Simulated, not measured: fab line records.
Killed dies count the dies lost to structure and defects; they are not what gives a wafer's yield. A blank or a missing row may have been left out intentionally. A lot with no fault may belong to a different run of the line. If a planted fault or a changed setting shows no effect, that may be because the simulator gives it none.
2 desks, one fault :: flow n5 finfet :: each desk has only its own numbers; what lay behind them comes last

THE METROLOGY DESK
What the gauges read for every lot (on any tool): the sampled wafers with a number, averaged. Marked OUT: a lot whose mean sits more than 4 standard deviations from the usual mean, which makes it out of limits; the brackets give that distance. Shown here are 7 of its 10 readings, the ones lying furthest out on some lot.
Columns: A = DIBL_N at N5_BEOL_M4_RC_MEAS_101, usual 37.3 mV/V; B = IOFF_N at N5_BEOL_M4_RC_MEAS_101, usual 0.18 nA/um; C = IOFF_P at N5_BEOL_M4_RC_MEAS_101, usual 0.25 nA/um; D = ION_P at N5_BEOL_M4_RC_MEAS_101, usual 468 uA/um; E = SS_P at N5_BEOL_M4_RC_MEAS_101, usual 73.6 mV/dec; F = VT_N at N5_BEOL_M4_RC_MEAS_101, usual 248 mV; G = VT_P at N5_BEOL_M4_RC_MEAS_101, usual -248 mV
lot: L503
first seen here: day 8 14:34
A: 36.8
B: 0.16
C: 0.26
D: 477
E: 73.8
F: 248
G: -246

lot: L505
first seen here: day 8 21:13
A: 34.8
B: 0.13
C: 0.19
D: 463
E: 72.1
F: 253
G: -251

lot: L506
first seen here: day 8 22:00
A: 37.6
B: 0.19
C: 0.26
D: 472
E: 73.8
F: 249
G: -246

lot: L513
first seen here: day 10 20:28
A: 38.2
B: 0.21
C: 0.24
D: 464
E: 73.8
F: 245
G: -250

lot: L516
first seen here: day 11 02:22
A: 37.2
B: 0.16
C: 0.24
D: 458
E: 73.9
F: 250
G: -251

lot: L517
first seen here: day 11 22:19
A: 37.8
B: 0.20
C: 0.25
D: 470
E: 73.7
F: 245
G: -247

lot: L520
first seen here: day 12 10:14
A: 37.9
B: 0.18
C: 0.22
D: 461
E: 73.4
F: 247
G: -251

lot: L524
first seen here: day 13 12:40
A: 37.3
B: 0.17
C: 0.24
D: 462
E: 74.0
F: 252
G: -250
Finding of this desk: none of the 8 lots has anything out of limits.

DESK OF THE TOOL OWNER: rie si-05
The tool's own readings at N5_FIN_SAQP_ETCH_65 (etches SiO2 in CF4, target depth 4 nm, time 4.4 s): means of the sampled wafers that have a number, for each lot that ran on this tool. Marked OUT: a lot whose mean sits more than 4 standard deviations from the usual mean, which makes it out of limits; the brackets give that distance.
Columns: A = drypump motor current A at N5_FIN_SAQP_ETCH_65, usual 5.9 A; B = oes product au at N5_FIN_SAQP_ETCH_65, usual 0.986 a.u.; C = rf fwd power W at N5_FIN_SAQP_ETCH_65, usual 789 W; D = throttle valve pct at N5_FIN_SAQP_ETCH_65, usual 21.8 %
lot: L503
first seen here: day 2 08:26
A: 6.1
B: 0.973
C: 790
D: 21.9

lot: L505
first seen here: day 2 18:15
A: 6.0
B: 0.967
C: 789
D: 22.1

lot: L513
first seen here: day 4 19:59
A: 6.3
B: 1.136 (+7.2) OUT
C: 787
D: 22.2

lot: L517
first seen here: day 5 19:04
A: 6.1
B: 1.217 (+11) OUT
C: 788
D: 22.3
This desk finds L513, L517 out of limits, L513 being first, at day 4 19:59 (oes product au at N5_FIN_SAQP_ETCH_65). Within limits: L503, L505.

ALL TOGETHER
The tool owner's desk could have raised an alarm at day 4 19:59, on L513, L517.
Metrology desk: nothing out of limits seen.
The metrology desk has L513, L517 on record, within its limits.
Every lot named ran N5_FIN_SAQP_ETCH_65 on rie si-05.

WHAT THE SIMULATOR PUT IN
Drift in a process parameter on rie si-05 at N5_FIN_SAQP_ETCH_65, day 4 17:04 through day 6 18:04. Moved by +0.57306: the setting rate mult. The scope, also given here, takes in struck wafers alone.
Shown lots that were struck: L513, L517.
How many hours passed from the start of the fault until each desk's first out-of-limits reading: the tool owner's desk, 3.
